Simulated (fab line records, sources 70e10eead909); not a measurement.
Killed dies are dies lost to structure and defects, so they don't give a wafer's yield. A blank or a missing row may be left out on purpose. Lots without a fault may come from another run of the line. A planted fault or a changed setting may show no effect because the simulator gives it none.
Which tool did it? | flow nand_harc | 12 lots, 36 wafers sampled, at 5 steps of a route of 1159

WHAT THE GAUGES READ, wafer by wafer
NHARC_A_CONTACT_INSPECT_71.
lot  | measured     | on                | raw_defect_count
L078 | day 17 01:20 | defect_inspect-01 | 29 40 35
L076 | day 17 11:14 | defect_inspect-02 | 19 17 23
L079 | day 18 00:48 | defect_inspect-01 | 38 37 26
L080 | day 18 14:14 | defect_inspect-02 | 25 27 25
L084 | day 19 03:47 | defect_inspect-02 | 14 15 18
L088 | day 20 08:17 | defect_inspect-02 | 28 33 33
L087 | day 20 14:35 | defect_inspect-02 | 37 40 36
L090 | day 21 01:50 | defect_inspect-02 | 53 52 51
L091 | day 21 14:33 | defect_inspect-02 | 8 12 9
L092 | day 21 21:49 | defect_inspect-02 | 48 56 48
L094 | day 22 02:49 | defect_inspect-01 | 58 49 53
L096 | day 22 09:07 | defect_inspect-01 | 42 49 31

WHICH TOOL RAN EACH LOT (tool, then ch and the chambers of the sampled wafers, then the start)
lot  | NHARC_A_CONTACT_ETCH_114             | NHARC_A_CONTACT_ETCH_116             | NHARC_A_CONTACT_ETCH_121             | NHARC_A_CONTACT_ETCH_122
L078 | har_cap_etch-01 ch 0,1, day 16 19:19 | har_cap_etch-01 ch 0,1, day 16 19:29 | har_cap_etch-01 ch 0,1, day 16 19:56 | har_cap_etch-01 ch 0,1, day 16 20:02
L076 | har_cap_etch-01 ch 0,1, day 17 06:04 | har_cap_etch-01 ch 0,1, day 17 06:15 | har_cap_etch-01 ch 0,1, day 17 06:42 | har_cap_etch-01 ch 0,1, day 17 06:48
L079 | har_cap_etch-03 ch 0,1, day 17 19:44 | har_cap_etch-03 ch 0,1, day 17 19:55 | har_cap_etch-03 ch 0,1, day 17 20:23 | har_cap_etch-03 ch 0,1, day 17 20:28
L080 | har_cap_etch-02 ch 0,1, day 18 08:07 | har_cap_etch-02 ch 0,1, day 18 08:18 | har_cap_etch-02 ch 0,1, day 18 08:45 | har_cap_etch-02 ch 0,1, day 18 08:50
L084 | har_cap_etch-03 ch 0,1, day 18 21:46 | har_cap_etch-03 ch 0,1, day 18 21:56 | har_cap_etch-03 ch 0,1, day 18 22:24 | har_cap_etch-03 ch 0,1, day 18 22:29
L088 | har_cap_etch-03 ch 0,1, day 20 03:04 | har_cap_etch-03 ch 0,1, day 20 03:15 | har_cap_etch-03 ch 0,1, day 20 03:43 | har_cap_etch-03 ch 0,1, day 20 03:48
L087 | har_cap_etch-01 ch 0,1, day 20 07:47 | har_cap_etch-01 ch 0,1, day 20 07:58 | har_cap_etch-01 ch 0,1, day 20 08:25 | har_cap_etch-01 ch 0,1, day 20 08:31
L090 | har_cap_etch-02 ch 0,1, day 20 18:11 | har_cap_etch-02 ch 0,1, day 20 18:22 | har_cap_etch-02 ch 0,1, day 20 18:50 | har_cap_etch-02 ch 0,1, day 20 18:55
L091 | har_cap_etch-02 ch 0,1, day 21 04:39 | har_cap_etch-02 ch 0,1, day 21 04:50 | har_cap_etch-02 ch 0,1, day 21 05:17 | har_cap_etch-02 ch 0,1, day 21 05:23
L092 | har_cap_etch-03 ch 0,1, day 21 12:35 | har_cap_etch-03 ch 0,1, day 21 12:46 | har_cap_etch-03 ch 0,1, day 21 13:13 | har_cap_etch-03 ch 0,1, day 21 13:19
L094 | har_cap_etch-02 ch 0,1, day 21 17:52 | har_cap_etch-02 ch 0,1, day 21 18:03 | har_cap_etch-02 ch 0,1, day 21 18:31 | har_cap_etch-02 ch 0,1, day 21 18:36
L096 | har_cap_etch-03 ch 0,1, day 22 02:57 | har_cap_etch-03 ch 0,1, day 22 03:08 | har_cap_etch-03 ch 0,1, day 22 03:35 | har_cap_etch-03 ch 0,1, day 22 03:41
- NHARC_A_CONTACT_ETCH_114: etches the open film in C4F8/O2/Ar, time 94 s, target depth 922 nm.
- NHARC_A_CONTACT_ETCH_116: etches the open film in C4F8/O2/Ar, time 94 s, target depth 922 nm.
- NHARC_A_CONTACT_ETCH_121: etches the open film in C4F8/O2/Ar, time 94 s, target depth 922 nm.
- NHARC_A_CONTACT_ETCH_122: etches the open film in C4F8/O2/Ar, time 95 s, target depth 930 nm.

THE ANSWER, worked out from the rows above alone
Rule: what is usual is taken from the lots themselves. Put in order of their means at a reading, lots are off if they are a third of the lots or fewer, leave a main group of 4 or more, and stand apart from it by a gap of 3 or more times the standard deviation of the main group's means; of several such gaps the widest counts. A main group whose means are all the same, to the digits that the tables above print for the reading, isn't used. A lot without any number at a reading at which 4 lots or more have one is off too. The other lots that the step has rows for count as sound.
No lot is off at any reading shown: from this, nothing can be told.

WHAT THE SIMULATOR HAD PUT IN
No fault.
